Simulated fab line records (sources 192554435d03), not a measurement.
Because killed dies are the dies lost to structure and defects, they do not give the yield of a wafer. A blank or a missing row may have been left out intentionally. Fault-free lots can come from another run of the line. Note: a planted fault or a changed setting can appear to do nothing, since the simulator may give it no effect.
Chamber matching | flow n5 finfet | N5_BEOL_M1_ALD_98 on ald sin-01 has 4 sister chambers
The step deposits SiO2, target thk 2.5 nm, pulse time 1 s, co reactant pulse time 1 s. 27 wafers are shown with their chamber, then 12 later ones without.

WAFERS, EACH WITH ITS CHAMBER
wafer  | chamber | heater power w (W) | precursor pulse height rel
L075.1 | 3       | 87                 | 0.985
L075.4 | 0       | 77                 | 1.005
L075.5 | 3       | 87                 | 0.988
L076.1 | 1       | 68                 | 1.014
L076.2 | 2       | 100                | 1.024
L076.3 | 0       | 73                 | 0.980
L076.4 | 3       | 84                 | 1.000
L076.5 | 3       | 86                 | 0.988
L076.6 | 0       | 77                 | 1.017
L077.1 | 1       | 71                 | 0.996
L077.4 | 2       | 98                 | 1.008
L077.5 | 1       | 69                 | 1.003
L078.1 | 1       | 68                 | 0.987
L078.4 | 0       | 76                 | 1.028
L078.6 | 1       | 68                 | 1.011
L083.1 | 1       | 68                 | 0.960
L083.4 | 2       | 99                 | 1.013
L083.6 | 0       | 76                 | 1.013
L084.2 | 3       | 87                 | 1.034
L084.3 | 0       | 77                 | 1.002
L084.5 | 2       | 99                 | 0.978
L087.1 | 3       | 86                 | 0.995
L087.2 | 1       | 70                 | 0.974
L087.3 | 2       | 102                | 0.982
L087.4 | 0       | 76                 | 0.983
L087.5 | 3       | 88                 | 0.967
L087.6 | 0       | 77                 | 0.991

SIGNATURES (means of the wafers above)
reading                    | chamber 0 | chamber 1 | chamber 2 | chamber 3 | scatter within a chamber
heater power w             | 76.12     | 68.86     | 99.60     | 86.43     | 1.33
precursor pulse height rel | 1.00238   | 0.99214   | 1.00100   | 0.99386   | 0.0192
Rule: for a wafer and a chamber, the distance is found by dividing, reading by reading, the gap between the wafer's reading and the chamber's mean by the reading's scatter, squaring, summing and taking the root. The wafer belongs to the nearest chamber; if the next one is less than 2 further off, it can't be placed. The scatter is the square root of a quotient: the sum, over the shown wafers, of each reading's squared deviation from its chamber's mean, divided by wafers minus chambers.

WAFERS WHOSE CHAMBER IS MISSING
wafer  | heater power w (W) | precursor pulse height rel
L088.1 | 69                 | 1.007
L088.4 | 79                 | 0.988
L088.6 | 97                 | 0.998
L091.2 | 74                 | 0.982
L091.3 | 102                | 1.008
L091.4 | 87                 | 1.018
L094.2 | 71                 | 0.981
L094.4 | 77                 | 1.015
L094.5 | 100                | 0.998
L095.1 | 84                 | 0.991
L095.3 | 97                 | 1.015
L095.6 | 88                 | 1.012

CHAMBER TAKEN BY EACH
wafer  | from the rows above     | in truth
L088.1 | 1                       | 1
L088.4 | 0                       | 0
L088.6 | 2                       | 2
L091.2 | can't be placed: 0 or 1 | 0
L091.3 | 2                       | 2
L091.4 | 3                       | 3
L094.2 | 1                       | 1
L094.4 | 0                       | 0
L094.5 | 2                       | 2
L095.1 | 3                       | 3
L095.3 | 2                       | 2
L095.6 | 3                       | 3
11 of 12 placed correctly. Can't be placed from these rows: 1 (the true chamber is among the candidates in 1). Placed wrongly: 0.
